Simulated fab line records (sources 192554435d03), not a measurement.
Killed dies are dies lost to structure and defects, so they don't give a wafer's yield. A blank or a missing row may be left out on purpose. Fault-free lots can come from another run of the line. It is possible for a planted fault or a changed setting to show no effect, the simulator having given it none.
Split-lot study ; flow n5-finfet ; 21 wafers read from 7 lots, route of 1938 steps

== SPLIT DETAILS ==
At N5_PASSIVATION_SPUTTER_20 (material TaN, target thk 50 nm), the setting target-thk-a was moved away from the recipe's 500 angstrom on 6 of the 21 wafers read, by -5.7% to +12.4%. The other wafers ran this setting at the recipe's value.

Reading taken at the split's own step.

== THE READING ==
TaN_of_PASSIVATION_SPUTTER_20.thk-nm (the simulator's own value, which no gauge read), in nm, at N5_PASSIVATION_SPUTTER_20 (material TaN, target thk 50 nm). The file gives no usual value for it. The 15 wafers here that ran the recipe average 50.0 nm, standard deviation 0.54 nm.

wafer;tool, chamber at the split;target-thk-a as run, angstrom;against the recipe;TaN_of_PASSIVATION_SPUTTER_20.thk-nm, nm;against lot-mates on the recipe
L074.2;pvd-sputter-03, -;500;recipe;50;-
L074.4;pvd-sputter-03, -;500;recipe;50;-
L074.3;pvd-sputter-03, -;561.9;+12.4%;56.2;+6.2
L078.2;pvd-sputter-01, -;517.3;+3.5%;52;+2.1
L078.3;pvd-sputter-01, -;500;recipe;49.6;-
L078.5;pvd-sputter-01, -;500;recipe;50.2;-
L081.1;pvd-sputter-02, -;500;recipe;49.4;-
L081.3;pvd-sputter-02, -;471.6;-5.7%;45.8;-3.6
L081.4;pvd-sputter-02, -;471.6;-5.7%;45.8;-3.6
L084.1;pvd-sputter-01, -;500;recipe;50.8;-
L084.2;pvd-sputter-01, -;500;recipe;51;-
L084.6;pvd-sputter-01, -;500;recipe;51;-
L089.2;pvd-sputter-02, -;500;recipe;49.4;-
L089.4;pvd-sputter-02, -;500;recipe;49.6;-
L089.6;pvd-sputter-02, -;500;recipe;49.2;-
L091.2;pvd-sputter-01, -;542.8;+8.6%;54.2;+4.0
L091.3;pvd-sputter-01, -;542.8;+8.6%;54.2;+4.0
L091.5;pvd-sputter-01, -;500;recipe;50.2;-
L097.1;pvd-sputter-01, -;500;recipe;50;-
L097.4;pvd-sputter-01, -;500;recipe;50;-
L097.5;pvd-sputter-01, -;500;recipe;49.8;-

FIT RESULTS
A straight line over all 21 wafers: TaN_of_PASSIVATION_SPUTTER_20.thk-nm changes by +0.55 nm for each +1% of target-thk-a; r = +0.97; the points scatter about the line by 0.61 nm.
The same after taking each lot's own level away (the mean of its wafers on the recipe; 21 wafers): +0.52 nm for each +1%; r = +0.99; scatter 0.28 nm.
Per that fit: largest target-thk-a move, reading shift of 6.4 nm.
From 49.40 to 50.93 nm: that is the span of the lots' own levels, equal to 2.8 times the standard deviation above.
Hence the lot-to-lot level has little effect on the slope; both slopes agree.
Check: +6.43 nm against its lot-mates is what the line predicts for one of the wafers moved furthest among these (+12.4%) when that wafer is left out of the fit. It came out at +6.2 nm against them.

== FURTHER SPLITS ON THESE WAFERS ==
These wafers also went through other splits before the reading. Each is held against what the fit with the lots' levels taken away leaves over:
other split on the same wafers;wafers away from the commonest value;r with TaN_of_PASSIVATION_SPUTTER_20.thk-nm (lot level and that fit taken away)
N5_BEOL_M13_EXPOSE_25 dose-mj;8;-0.09
N5_BEOL_M13_DEP_53 time-s;10;-0.04
N5_BEOL_M14_EXPOSE_07 dose-mj;11;-0.26
N5_BEOL_M15_EXPOSE_25 dose-mj;5;-0.39
N5_BEOL_M15_DEVELOP_27 develop-time-s;7;-0.09

== FILE'S OWN FIT ==
TaN_of_PASSIVATION_SPUTTER_20.thk-nm changes by +0.512 nm for each +1% of target-thk-a, r = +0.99.
